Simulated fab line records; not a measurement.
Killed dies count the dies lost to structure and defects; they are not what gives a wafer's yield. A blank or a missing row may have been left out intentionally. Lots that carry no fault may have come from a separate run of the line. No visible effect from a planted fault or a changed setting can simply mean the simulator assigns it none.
The same fault as seen by 3 desks ; flow n5-finfet ; each desk holds nothing but its own numbers, with what lay behind them at the end

THE DEFECT DESK
For each lot, the counts of the inspections along the route, averaged over the sampled wafers that have a number. Marked OUT: a lot whose mean sits more than 4 standard deviations from the usual mean, which makes it out of limits; the brackets give that distance.
Columns: A = raw-defect-count at N5_GATE_CUT_INSPECT_26, usual 40
lot;first seen here;A
L305;day 4 16:19;47
L307;day 5 06:33;33
L310;day 5 22:24;43
L313;day 6 15:31;49
L315;day 7 09:23;59
L319;day 8 02:49;34
L323;day 9 02:30;38
L326;day 9 21:10;42
L327;day 10 02:45;38
L328;day 10 08:15;36
This desk's verdict: no lot among the 10 shows anything out of limits.

AT THE METROLOGY DESK
What the gauges read for every lot (on any tool): the sampled wafers with a number, averaged. Marked OUT: a lot whose mean sits more than 4 standard deviations from the usual mean, which makes it out of limits; the brackets give that distance. Only the readings that lie furthest out on some lot appear, 7 of the 11 it has.
Columns: A = cd-nm at N5_MOL_CONTACT_COAG_CD_MEAS_08, usual 28.08 nm; B = DIBL_N at N5_BEOL_M4_RC_MEAS_101, usual 36.8 mV/V; C = DIBL_P at N5_BEOL_M4_RC_MEAS_101, usual 37.1 mV/V; D = IOFF_N at N5_BEOL_M4_RC_MEAS_101, usual 0.168 nA/um; E = ION_N at N5_BEOL_M4_RC_MEAS_101, usual 679 uA/um; F = ION_P at N5_BEOL_M4_RC_MEAS_101, usual 466 uA/um; G = SS_P at N5_BEOL_M4_RC_MEAS_101, usual 73.5 mV/dec
lot;first seen here;A;B;C;D;E;F;G
L305;day 4 16:37;28.52;37.3;38.3;0.184;675;461;74.0
L307;day 5 06:51;28.07;37.0;36.1;0.147;675;461;73.3
L310;day 5 22:49;28.28;37.2;36.4;0.175;675;462;73.7
L313;day 6 15:56;27.85;37.2;38.1;0.186;685;463;73.8
L315;day 7 09:41;28.19;38.6;39.9;0.210;678;462;74.3
L319;day 8 03:07;28.23;37.7;36.0;0.165;664;456;74.0
L323;day 9 02:55;28.12;38.0;38.0;0.181;692;470;73.7
L326;day 9 21:38;27.94;37.8;37.8;0.188;698;475;73.6
L327;day 10 03:11;27.66;34.9;34.7;0.146;679;472;73.1
L328;day 10 08:40;27.86;37.0;36.8;0.158;674;464;72.9
This desk's verdict: no lot among the 10 shows anything out of limits.

FOR THE TOOL OWNER'S DESK: implanter-01
For each lot that ran on this tool, the mean over its sampled wafers that have a number, from the tool's own readings at N5_MOL_CONTACT_COAG_IMPLANT_129. Marked OUT: a lot whose mean sits more than 4 standard deviations from the usual mean, which makes it out of limits; the brackets give that distance.
Columns: A = beam-energy-keV at N5_MOL_CONTACT_COAG_IMPLANT_129, usual 3.0002; B = end-station-pressure-torr at N5_MOL_CONTACT_COAG_IMPLANT_129, usual 5.8e-06 Torr
lot;first seen here;A;B
L305;day 4 17:31;2.9999;5.9e-06
L307;day 5 07:24;3.0002;5.8e-06
L313;day 6 16:30;3.0004;5.6e-06
L315;day 7 10:14;3.0003;6.1e-06
L319;day 8 03:43;7.7914 (+99 or more) OUT;1.1e-05 (+18) OUT
L323;day 9 03:29;7.7907 (+99 or more) OUT;1.1e-05 (+16) OUT
This desk's finding: out of limits on L319, L323; first on L319, day 8 03:43 (beam-energy-keV at N5_MOL_CONTACT_COAG_IMPLANT_129). In limits: L305, L307, L313, L315.

BROUGHT TOGETHER
On L319, L323, at day 8 03:43, an alarm was possible from the tool owner's desk.
No out-of-limits result turned up at the defect desk.
Nothing out of limits was seen by the metrology desk.
The defect desk has L319, L323 on record, within its limits.
The metrology desk holds a record of L319, L323, inside its limits.
The lots listed all ran N5_MOL_CONTACT_COAG_IMPLANT_129 on implanter-01.

WHAT THE SIMULATOR HAD INSERTED
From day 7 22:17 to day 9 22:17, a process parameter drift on implanter-01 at N5_MOL_CONTACT_COAG_IMPLANT_129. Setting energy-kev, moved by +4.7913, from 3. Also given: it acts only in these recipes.
Lots struck among those shown: L319, L323.
Hours from the fault's start to each desk's first reading out of limits: the tool owner's desk, 5.
